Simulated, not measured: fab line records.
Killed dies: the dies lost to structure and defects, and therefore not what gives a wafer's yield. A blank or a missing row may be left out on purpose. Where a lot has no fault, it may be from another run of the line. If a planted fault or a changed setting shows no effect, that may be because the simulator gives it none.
8D (eight disciplines) problem report, filled in by code	flow nand-harc	the parts of the form that need people (team, actions taken, sign-off) are left out

## 1. THE ISSUE
A mean of 27.0 is read at NHARC_END_SORT_01 for killed-at-periphery, taken on 1 wafer of 1 lot, against 3.0 (standard deviation 2.5) on wafers free of any fault. That puts it +9.6 standard deviations away from the usual mean.
First seen on wafer L606.3, day 22 09:05, on prober-02. Wafers with a number at this step in the record: 6, from 2 lots. The rule behind "out" and "out of limits": a value lying over 4 standard deviations away from the usual mean. All remaining wafers that have a number are taken as sound.

## 2. WHAT IT IS, AND WHAT IT ISN'T
question	is	is not
which readings at this step	killed-at-periphery	killed-at-array, killed-at-other, killed-open, killed-short, sort_bin_2_pct, sort_bin_3_pct, sort-rim-yield-pct
which lots	L606	L612
which wafers of those lots	L606.3	L606.1, L606.2
read on which gauges	prober-02	-
when	from day 22 09:05	up to then (2 sound wafers); but 3 sound wafers of L612 came after

## 3. THE SUSPECTS, EACH WITH WHAT RULES IT OUT
Counting: if a tool at a process step up to the reading ran every lot that is out, it stays a suspect. Sound lots after the first of them don't rule it out here, since some wafers of a struck lot are sound.
- the gauge at NHARC_END_SORT_01: kept. All the wafers that are out were read on prober-02, and no step on other tools shows them out.
- pvd-sputter-02 at NHARC_P_M1_PRE_CLEAN_30 (time 30 s): kept. It ran the lot that is out, L606 (day 9 05:14).
- rie-diel-06 at NHARC_A_BONDPAD_ETCH_34 (etches the open film in N2/H2, target depth 60 nm, overetch 18 nm, time 65.91 s): kept. It ran the lot that is out, L606 (day 20 23:43).
- rie-diel-06 at NHARC_A_BONDPAD_STRIP_15 (strips in O2): kept. It ran the lot that is out, L606 (day 21 00:03).
- pvd-sputter-01 at NHARC_A_BONDPAD_PVD_17 (deposits TaN, target thk 5 nm, time 8.06 s): kept. It ran the lot that is out, L606 (day 22 07:30). NHARC_A_BONDPAD_PVD_17: start missing for some lots; hours and lot order therefore follow NHARC_END_SORT_01.
- In rie-diel-06 at NHARC_A_BONDPAD_ETCH_34, the wafers that are out were processed in chamber 2 and their sound lot-mates in chambers 1, 3.
- In rie-diel-06 at NHARC_A_BONDPAD_STRIP_15, the wafers that are out were processed in chamber 2 and their sound lot-mates in chambers 0, 3.
Left after counting: pvd-sputter-02 at NHARC_P_M1_PRE_CLEAN_30, rie-diel-06 at NHARC_A_BONDPAD_ETCH_34, rie-diel-06 at NHARC_A_BONDPAD_STRIP_15, pvd-sputter-01 at NHARC_A_BONDPAD_PVD_17, prober-02 at NHARC_END_SORT_01.

## 4. THE CAUSE (what the simulator had put in)
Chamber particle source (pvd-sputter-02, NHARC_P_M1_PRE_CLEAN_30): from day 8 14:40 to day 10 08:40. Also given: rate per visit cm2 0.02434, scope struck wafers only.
Counting left 5 suspects, and this tool is among them.

## 5. SEQUENCE OF EFFECTS, ordered by route
Each row: a reading where the mean over the struck wafers with a number is more than 3 standard deviations away from the usual. Scope: only readings with a usual standard deviation given in the record; hours: median across lots of the time from each lot's start at the first step in this table that gives one to its start at this step; sigmas: change in usual standard deviations.
hours	step	reading	usual	on struck wafers	change	sigmas
0	NHARC_END_SORT_01	killed-at-periphery	3.0	27.0	+24.0	+9.6

## 6. HOW IT WOULD HAVE BEEN CAUGHT EARLIER
The first out-of-limits reading at a measuring or inspecting step in this record came at day 22 09:05, 330 hours after the fault's start at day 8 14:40.
Tool readings at NHARC_P_M1_PRE_CLEAN_30 with a usual standard deviation given in the record: none out on any struck wafer, hence no alarm at a limit of 4 standard deviations on them.
The start of NHARC_P_M1_PRE_CLEAN_30 on pvd-sputter-02 came by day 22 09:05 for every one of the lots that are out (1). Tool hold at that time: it would have spared none of them.
